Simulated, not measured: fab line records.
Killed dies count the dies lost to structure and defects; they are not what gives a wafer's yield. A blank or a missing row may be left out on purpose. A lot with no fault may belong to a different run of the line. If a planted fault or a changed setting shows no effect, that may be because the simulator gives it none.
Which tool did it? + flow n5_finfet + 24 lots, 72 wafers sampled, at 5 steps of a route of 1938

WHAT THE GAUGES SHOWED, per wafer
N5_FIN_SAQP_OCD_MEAS_76.
| lot  | measured    | on     | trench_depth_nm (nm) |
|------|-------------|--------|----------------------|
| L074 | day 2 02:41 | ocd-02 | 118.5 118.0 118.8    |
| L075 | day 2 08:19 | ocd-01 | 119.4 119.5 119.7    |
| L076 | day 2 14:22 | ocd-01 | 118.8 120.1 121.4    |
| L077 | day 2 19:43 | ocd-01 | 120.1 118.8 119.2    |
| L078 | day 3 02:14 | ocd-01 | 118.9 120.0 120.2    |
| L079 | day 3 08:11 | ocd-02 | 122.8 121.6 121.7    |
| L080 | day 3 15:01 | ocd-01 | 121.9 122.6 120.5    |
| L081 | day 3 20:34 | ocd-02 | 121.3 123.5 121.3    |
| L082 | day 4 02:44 | ocd-01 | 118.4 117.3 119.3    |
| L083 | day 4 08:44 | ocd-02 | 120.6 119.7 117.5    |
| L084 | day 4 15:35 | ocd-02 | 120.7 117.9 121.9    |
| L085 | day 4 21:14 | ocd-01 | 120.4 117.1 118.2    |
| L086 | day 5 04:37 | ocd-02 | 117.3 120.7 121.4    |
| L087 | day 5 09:41 | ocd-01 | 117.1 119.4 119.8    |
| L088 | day 5 15:54 | ocd-02 | 117.4 117.3 119.2    |
| L089 | day 5 21:03 | ocd-01 | 123.1 118.7 121.9    |
| L090 | day 6 02:55 | ocd-01 | 123.3 122.8 121.0    |
| L091 | day 6 07:56 | ocd-02 | 119.1 119.8 118.9    |
| L092 | day 6 14:18 | ocd-01 | 119.7 119.9 118.5    |
| L093 | day 6 21:59 | ocd-01 | 119.3 118.9 118.7    |
| L094 | day 7 03:03 | ocd-02 | 120.4 122.8 117.8    |
| L095 | day 7 08:37 | ocd-01 | 117.9 117.8 119.4    |
| L096 | day 7 17:10 | ocd-01 | 117.4 119.7 118.0    |
| L097 | day 7 23:47 | ocd-01 | 117.9 120.6 121.7    |

N5_DUMMY_GATE_CD_MEAS_24: target cd 15 nm.
| lot  | measured    | on        | cd_nm (nm)     |
|------|-------------|-----------|----------------|
| L074 | day 2 23:34 | cd_sem-03 | 15.7 15.2 15.5 |
| L075 | day 3 04:33 | cd_sem-01 | 14.6 14.8 15.1 |
| L076 | day 3 13:08 | cd_sem-01 | 15.0 15.5 15.5 |
| L077 | day 3 17:42 | cd_sem-03 | 15.2 14.7 14.8 |
| L078 | day 3 22:15 | cd_sem-03 | 14.6 14.1 14.6 |
| L079 | day 4 07:28 | cd_sem-03 | 14.9 15.3 14.7 |
| L080 | day 4 15:20 | cd_sem-01 | 15.1 15.1 15.0 |
| L081 | day 4 17:19 | cd_sem-02 | 14.9 15.1 15.0 |
| L082 | day 5 00:56 | cd_sem-03 | 14.3 15.0 14.7 |
| L083 | day 5 07:21 | cd_sem-01 | 15.1 15.6 15.1 |
| L084 | day 5 13:30 | cd_sem-01 | 15.0 15.1 15.3 |
| L085 | day 6 03:04 | cd_sem-02 | 15.1 14.5 15.4 |
| L086 | day 6 00:14 | cd_sem-01 | 14.9 14.5 14.8 |
| L087 | day 6 10:26 | cd_sem-03 | 15.0 14.5 15.0 |
| L088 | day 6 16:49 | cd_sem-02 | 14.7 15.0 14.8 |
| L089 | day 6 19:57 | cd_sem-02 | 14.9 14.8 14.6 |
| L090 | day 7 00:26 | cd_sem-02 | 15.1 15.4 14.9 |
| L091 | day 7 08:33 | cd_sem-02 | 14.6 15.1 14.8 |
| L092 | day 7 10:29 | cd_sem-02 | 15.2 14.8 15.2 |
| L093 | day 7 21:26 | cd_sem-02 | 14.8 15.5 15.0 |
| L094 | day 7 23:17 | cd_sem-03 | 15.4 15.3 14.8 |
| L095 | day 8 05:28 | cd_sem-03 | 15.0 15.3 14.8 |
| L096 | day 8 14:34 | cd_sem-03 | 14.7 15.2 14.6 |
| L097 | day 8 19:34 | cd_sem-02 | 14.7 14.7 14.8 |

WHICH TOOL RAN EACH LOT (tool, then ch and the chambers of the sampled wafers, then the start)
| lot  | N5_FIN_CUT_ETCH_30                | N5_FIN_CUT_PRECLEAN_35            | N5_STI_FIN_REVEAL_ETCHBACK_08     |
|------|-----------------------------------|-----------------------------------|-----------------------------------|
| L074 | rie_diel-06 ch 1,3, day 2 03:23   | vapor_etch-02 ch 0,1, day 2 03:55 | rie_diel-03 ch 0,1,3, day 2 09:56 |
| L075 | rie_diel-05 ch 0,1,3, day 2 08:56 | vapor_etch-01 ch 1, day 2 09:27   | rie_diel-01 ch 1,2, day 2 15:57   |
| L076 | rie_diel-06 ch 0,2,3, day 2 15:05 | vapor_etch-02 ch 0, day 2 15:37   | rie_diel-03 ch 0,2, day 2 22:22   |
| L077 | rie_diel-06 ch 0,2, day 2 20:13   | vapor_etch-01 ch 1, day 2 20:44   | rie_diel-03 ch 0,2, day 3 04:17   |
| L078 | rie_diel-06 ch 0,1,3, day 3 02:43 | vapor_etch-01 ch 0, day 3 03:14   | rie_diel-01 ch 0,3, day 3 09:38   |
| L079 | rie_diel-06 ch 0,1,3, day 3 08:47 | vapor_etch-01 ch 0,1, day 3 09:20 | rie_diel-04 ch 0,1, day 3 16:47   |
| L080 | rie_diel-05 ch 0,3, day 3 16:05   | vapor_etch-01 ch 0,1, day 3 16:36 | rie_diel-04 ch 1,2,3, day 3 22:41 |
| L081 | rie_diel-05 ch 1,3, day 3 21:11   | vapor_etch-02 ch 0, day 3 21:42   | rie_diel-04 ch 0,1,2, day 4 04:07 |
| L082 | rie_diel-05 ch 0,1, day 4 03:22   | vapor_etch-02 ch 0,1, day 4 03:52 | rie_diel-03 ch 0,1,2, day 4 10:07 |
| L083 | rie_diel-02 ch 1,3, day 4 09:14   | vapor_etch-02 ch 0,1, day 4 09:44 | rie_diel-01 ch 0,1, day 4 15:50   |
| L084 | rie_diel-05 ch 0,1,2, day 4 16:05 | vapor_etch-01 ch 0,1, day 4 16:35 | rie_diel-03 ch 0,1,2, day 4 22:56 |
| L085 | rie_diel-02 ch 1,3, day 4 21:44   | vapor_etch-02 ch 0,1, day 4 22:16 | rie_diel-03 ch 1,3, day 5 06:07   |
| L086 | rie_diel-06 ch 0,2, day 5 05:06   | vapor_etch-02 ch 0,1, day 5 05:37 | rie_diel-04 ch 0,2,3, day 5 11:41 |
| L087 | rie_diel-06 ch 0,1,3, day 5 10:18 | vapor_etch-01 ch 0,1, day 5 10:50 | rie_diel-04 ch 1,2, day 5 16:58   |
| L088 | rie_diel-05 ch 0,2, day 5 16:23   | vapor_etch-02 ch 0, day 5 16:54   | rie_diel-03 ch 0,1, day 5 23:07   |
| L089 | rie_diel-02 ch 1,2, day 5 21:32   | vapor_etch-01 ch 0,1, day 5 22:04 | rie_diel-04 ch 0,2,3, day 6 04:10 |
| L090 | rie_diel-05 ch 0,1, day 6 03:24   | vapor_etch-02 ch 0,1, day 6 03:55 | rie_diel-03 ch 1,3, day 6 09:58   |
| L091 | rie_diel-02 ch 0,1,2, day 6 08:25 | vapor_etch-02 ch 0,1, day 6 08:56 | rie_diel-03 ch 0,2,3, day 6 15:21 |
| L092 | rie_diel-06 ch 0,1,3, day 6 15:05 | vapor_etch-02 ch 0,1, day 6 15:37 | rie_diel-03 ch 0,3, day 6 21:40   |
| L093 | rie_diel-05 ch 1,2,3, day 6 22:31 | vapor_etch-02 ch 0,1, day 6 23:02 | rie_diel-01 ch 0,1,3, day 7 05:09 |
| L094 | rie_diel-06 ch 0,2,3, day 7 03:40 | vapor_etch-02 ch 0,1, day 7 04:11 | rie_diel-01 ch 0,1,2, day 7 10:13 |
| L095 | rie_diel-06 ch 0,1, day 7 09:13   | vapor_etch-01 ch 0,1, day 7 09:44 | rie_diel-04 ch 0,1,3, day 7 16:11 |
| L096 | rie_diel-06 ch 1,2, day 7 17:40   | vapor_etch-01 ch 0,1, day 7 18:11 | rie_diel-01 ch 2,3, day 8 00:22   |
| L097 | rie_diel-02 ch 0,2, day 8 00:24   | vapor_etch-02 ch 0,1, day 8 00:55 | rie_diel-01 ch 1,3, day 8 06:57   |
- N5_FIN_CUT_ETCH_30: etches underlayer in N2/H2, target depth 13 nm, time 10.4 s.
- N5_FIN_CUT_PRECLEAN_35: cleans in vHF, time 13.3 s.
- N5_STI_FIN_REVEAL_ETCHBACK_08: etches SiO2 in C4F6/O2, target depth 30.5 nm, time 10.167 s.

WHAT THE TOOLS THEMSELVES READ (means of the sampled wafers that have a number; where no wafer has one, the mark that the record gives instead)
N5_FIN_CUT_ETCH_30.
| lot  | tool        | drypump_motor_current_A (A) | etch_rf_on_time_s (s) | oes_product_au (a.u.) | rf_vpp_V (V) | showerhead_plenum_p_Torr (Torr) | throttle_valve_pct (%) |
|------|-------------|-----------------------------|-----------------------|-----------------------|--------------|---------------------------------|------------------------|
| L074 | rie_diel-06 | 5.7                         | 10.44                 | 0.72                  | 521.7        | 2.47                            | 17.81                  |
| L075 | rie_diel-05 | 5.6                         | 10.52                 | 0.68                  | 526.2        | 2.63                            | 17.47                  |
| L076 | rie_diel-06 | 6.2                         | 10.29                 | 0.66                  | 523.3        | 2.51                            | 17.89                  |
| L077 | rie_diel-06 | 6.3                         | 10.35                 | 0.62                  | 522.3        | 2.53                            | 17.84                  |
| L078 | rie_diel-06 | 5.7                         | 10.40                 | 0.69                  | 522.2        | 2.50                            | 17.79                  |
| L079 | rie_diel-06 | 5.7                         | 10.25                 | 0.69                  | 522.4        | 2.50                            | 17.78                  |
| L080 | rie_diel-05 | 5.3                         | 10.44                 | 0.67                  | 527.0        | 2.67                            | 17.55                  |
| L081 | rie_diel-05 | 5.9                         | 10.48                 | 0.67                  | 525.5        | 2.58                            | 17.43                  |
| L082 | rie_diel-05 | 5.3                         | 10.42                 | 0.67                  | 525.7        | 2.63                            | 17.54                  |
| L083 | rie_diel-02 | 5.8                         | 10.34                 | 0.79                  | 524.8        | 2.64                            | 17.66                  |
| L084 | rie_diel-05 | 5.4                         | 10.46                 | 0.72                  | 524.7        | 2.57                            | 17.55                  |
| L085 | rie_diel-02 | 5.8                         | 10.34                 | 0.78                  | 526.9        | 2.63                            | 17.65                  |
| L086 | rie_diel-06 | 6.5                         | 10.29                 | 0.61                  | 523.4        | 2.52                            | 17.94                  |
| L087 | rie_diel-06 | 5.7                         | 10.38                 | 0.67                  | 523.1        | 2.49                            | 17.80                  |
| L088 | rie_diel-05 | 5.1                         | 10.42                 | 0.71                  | 525.7        | 2.61                            | 17.62                  |
| L089 | rie_diel-02 | 6.2                         | 10.22                 | 0.75                  | 526.0        | 2.63                            | 17.79                  |
| L090 | rie_diel-05 | 5.4                         | 10.38                 | 0.66                  | 527.1        | 2.62                            | 17.56                  |
| L091 | rie_diel-02 | 6.1                         | 10.21                 | 0.74                  | 525.5        | 2.62                            | 17.64                  |
| L092 | rie_diel-06 | 5.7                         | 10.26                 | 0.68                  | 522.3        | 2.49                            | 17.83                  |
| L093 | rie_diel-05 | 5.7                         | 10.41                 | 0.70                  | 524.6        | 2.56                            | 17.53                  |
| L094 | rie_diel-06 | 6.2                         | 10.43                 | 0.63                  | 523.0        | 2.50                            | 17.93                  |
| L095 | rie_diel-06 | 5.5                         | 10.33                 | 0.67                  | 522.1        | 2.49                            | 17.76                  |
| L096 | rie_diel-06 | 6.1                         | 10.33                 | 0.63                  | 522.5        | 2.49                            | 17.93                  |
| L097 | rie_diel-02 | 6.0                         | 10.29                 | 0.71                  | 524.6        | 2.57                            | 17.68                  |

N5_FIN_CUT_PRECLEAN_35.
| lot  | tool          | drypump_motor_current_A (A) |
|------|---------------|-----------------------------|
| L074 | vapor_etch-02 | 6.3                         |
| L075 | vapor_etch-01 | 5.7                         |
| L076 | vapor_etch-02 | 6.6                         |
| L077 | vapor_etch-01 | 5.7                         |
| L078 | vapor_etch-01 | 5.9                         |
| L079 | vapor_etch-01 | 5.8                         |
| L080 | vapor_etch-01 | 5.9                         |
| L081 | vapor_etch-02 | 6.6                         |
| L082 | vapor_etch-02 | 6.0                         |
| L083 | vapor_etch-02 | 6.0                         |
| L084 | vapor_etch-01 | 5.9                         |
| L085 | vapor_etch-02 | 6.0                         |
| L086 | vapor_etch-02 | 6.0                         |
| L087 | vapor_etch-01 | 5.8                         |
| L088 | vapor_etch-02 | 6.6                         |
| L089 | vapor_etch-01 | 5.8                         |
| L090 | vapor_etch-02 | 6.3                         |
| L091 | vapor_etch-02 | 6.3                         |
| L092 | vapor_etch-02 | 6.3                         |
| L093 | vapor_etch-02 | 6.3                         |
| L094 | vapor_etch-02 | 6.0                         |
| L095 | vapor_etch-01 | 5.8                         |
| L096 | vapor_etch-01 | 5.8                         |
| L097 | vapor_etch-02 | 6.3                         |

N5_STI_FIN_REVEAL_ETCHBACK_08.
| lot  | tool        | C4F6_flow_sccm (sccm) | drypump_motor_current_A (A) | oes_product_au (a.u.) | rf_vpp_V (V) | showerhead_plenum_p_Torr (Torr) | throttle_valve_pct (%) |
|------|-------------|-----------------------|-----------------------------|-----------------------|--------------|---------------------------------|------------------------|
| L074 | rie_diel-03 | 10.01                 | 5.6                         | 0.81                  | 671          | 2.93                            | 21.17                  |
| L075 | rie_diel-01 | 9.99                  | 5.2                         | 0.69                  | 666          | 2.70                            | 21.39                  |
| L076 | rie_diel-03 | 9.99                  | 5.4                         | 0.74                  | 661          | 2.76                            | 21.19                  |
| L077 | rie_diel-03 | 10.00                 | 5.4                         | 0.74                  | 662          | 2.76                            | 21.20                  |
| L078 | rie_diel-01 | 9.98                  | 5.9                         | 0.80                  | 665          | 2.86                            | 21.16                  |
| L079 | rie_diel-04 | 10.03                 | 5.2                         | 0.90                  | 673          | 2.77                            | 21.04                  |
| L080 | rie_diel-04 | 10.00                 | 5.7                         | 0.74                  | 658          | 2.76                            | 21.12                  |
| L081 | rie_diel-04 | 9.99                  | 5.5                         | 0.83                  | 666          | 2.79                            | 20.99                  |
| L082 | rie_diel-03 | 9.99                  | 5.8                         | 0.78                  | 666          | 2.85                            | 21.13                  |
| L083 | rie_diel-01 | 10.02                 | 5.6                         | 0.87                  | 672          | 2.93                            | 21.02                  |
| L084 | rie_diel-03 | 10.01                 | 5.8                         | 0.79                  | 666          | 2.85                            | 21.14                  |
| L085 | rie_diel-03 | 10.00                 | 5.9                         | 0.86                  | 673          | 3.00                            | 21.20                  |
| L086 | rie_diel-04 | 10.00                 | 5.8                         | 0.82                  | 666          | 2.79                            | 21.14                  |
| L087 | rie_diel-04 | 10.00                 | 5.4                         | 0.93                  | 665          | 2.97                            | 20.78                  |
| L088 | rie_diel-03 | 9.95                  | 6.1                         | 0.83                  | 670          | 2.95                            | 21.09                  |
| L089 | rie_diel-04 | 9.99                  | 5.8                         | 0.81                  | 666          | 2.79                            | 21.13                  |
| L090 | rie_diel-03 | 10.01                 | 5.9                         | 0.83                  | 673          | 2.99                            | 21.20                  |
| L091 | rie_diel-03 | 10.00                 | 5.2                         | 0.72                  | 664          | 2.82                            | 21.29                  |
| L092 | rie_diel-03 | 10.00                 | 5.1                         | 0.70                  | 668          | 2.89                            | 21.33                  |
| L093 | rie_diel-01 | 10.00                 | 5.7                         | 0.88                  | 668          | 2.90                            | 21.12                  |
| L094 | rie_diel-01 | 10.00                 | 5.4                         | 0.89                  | 671          | 2.98                            | 21.05                  |
| L095 | rie_diel-04 | 9.99                  | 5.4                         | 0.83                  | 669          | 2.83                            | 21.09                  |
| L096 | rie_diel-01 | 10.01                 | 5.6                         | 0.92                  | 667          | 2.95                            | 21.10                  |
| L097 | rie_diel-01 | 9.99                  | 5.5                         | 0.90                  | 671          | 2.95                            | 21.15                  |

THE ANSWER, worked out from the rows above alone
Rule: what is usual is taken from the lots themselves. Put in order of their means at a reading, lots are off if they are a third of the lots or fewer, leave a main group of 4 or more, and stand apart from it by a gap of 3 or more times the standard deviation of the main group's means; of several such gaps the widest counts. The tables above print the reading to a certain number of digits; a main group whose means all agree to those digits is not used. A lot without any number at a reading at which 4 lots or more have one is off too. Any other lot the step has rows for is counted as sound. Order of review: gauges by route order, followed by the tools' own readings, for which a lot's mean as printed above is used. The first step at which some lot is off is used, and at that step the reading that is off furthest; a lot without a number counts as furthest.
No lot is off at any reading shown: from this, nothing can be told.

WHAT HAD BEEN PUT IN BY THE SIMULATOR
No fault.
